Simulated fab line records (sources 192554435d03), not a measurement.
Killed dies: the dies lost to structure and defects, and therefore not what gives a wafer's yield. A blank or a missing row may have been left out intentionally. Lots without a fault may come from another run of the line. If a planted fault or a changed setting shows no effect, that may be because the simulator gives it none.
The tool behind it: which one?	flow n5 finfet	Sampling: 11 lots, 33 wafers, 4 of 1938 route steps

WHAT THE GAUGES SHOWED, per wafer
N5_BEOL_M11_OVL_MEAS_29.
lot	measured	on	V10_OVL (nm)
L075	day 10 17:29	overlay-01	0.2 -0.9 -1.1
L077	day 11 02:29	overlay-01	-0.7 0.7 0.6
L079	day 11 08:55	overlay-02	0.8 0.0 0.1
L081	day 12 10:19	overlay-02	0.1 0.7 0.4
L084	day 12 10:38	overlay-01	0.7 0.4 0.9
L087	day 13 13:42	overlay-02	0.5 1.5 -0.4
L090	day 14 10:44	overlay-01	0.0 -0.2 0.0
L091	day 14 15:56	overlay-02	-0.3 0.8 0.5
L092	day 15 02:56	overlay-01	0.6 1.0 0.0
L095	day 15 12:17	overlay-01	1.0 -1.3 0.8
L096	day 16 08:53	overlay-01	-0.2 -0.5 -0.6

TOOL THAT RAN EACH LOT (tool first, then ch and the chambers of the sampled wafers, then the start)
lot	N5_BEOL_M10_DESCUM_33	N5_BEOL_M11_HM_DEP_02	N5_BEOL_M11_DESCUM_16
L075	rie diel-02 ch 0,1,3, day 10 10:13	pvd sputter-01, day 10 15:17	rie diel-05 ch 0,1, day 10 15:49
L077	rie diel-04 ch 0,2,3, day 10 17:35	pvd sputter-03, day 10 23:29	rie diel-03 ch 0,1,2, day 10 23:57
L079	rie diel-01 ch 0,1,3, day 11 02:44	pvd sputter-02, day 11 07:26	rie diel-05 ch 0,1,2, day 11 08:09
L081	rie diel-04 ch 0,1,3, day 12 02:03	pvd sputter-03, day 12 07:43	rie diel-06 ch 1,3, day 12 08:18
L084	rie diel-02 ch 0,2,3, day 12 04:06	pvd sputter-03, day 12 08:51	rie diel-03 ch 0,2,3, day 12 09:19
L087	rie diel-04 ch 0,3, day 13 05:11	pvd sputter-03, day 13 11:04	rie diel-06 ch 2,3, day 13 11:44
L090	rie diel-04 ch 0,1, day 14 01:44	pvd sputter-02, day 14 07:49	rie diel-05 ch 0,1,3, day 14 08:39
L091	rie diel-04 ch 0,1,3, day 14 07:32	pvd sputter-01, day 14 14:17	rie diel-06 ch 0,1,3, day 14 14:53
L092	rie diel-01 ch 0,3, day 14 19:54	pvd sputter-01, day 15 01:28	rie diel-06 ch 0,2,3, day 15 02:03
L095	rie diel-01 ch 0,1, day 15 04:39	pvd sputter-01, day 15 09:05	rie diel-05 ch 0,2, day 15 09:35
L096	rie diel-02 ch 0,3, day 16 00:31	pvd sputter-02, day 16 05:57	rie diel-05 ch 0,1, day 16 06:43
- N5_BEOL_M10_DESCUM_33: chemistry O2, time 7.9 s.
- N5_BEOL_M11_HM_DEP_02: deposits TiN, target thk 20 nm.
- N5_BEOL_M11_DESCUM_16: chemistry O2, time 7.9 s.

THE ANSWER, worked out from the rows above alone
Rule: the usual values come from the lots themselves. The widest of any qualifying gaps counts: lots, ordered by their means at a reading, are off when they make up no more than a third of the lots, leave a main group of 4 or more, and stand apart from it by 3 or more times the standard deviation of that group's means. The tables above print the reading to a certain number of digits; a main group whose means all agree to those digits is not used. A lot without any number at a reading at which 4 lots or more have one is off too. The other lots that the step has rows for count as sound.
Across all readings shown, no lot is off: no conclusion can be drawn from this.

WHAT THE SIMULATOR HAD PUT IN
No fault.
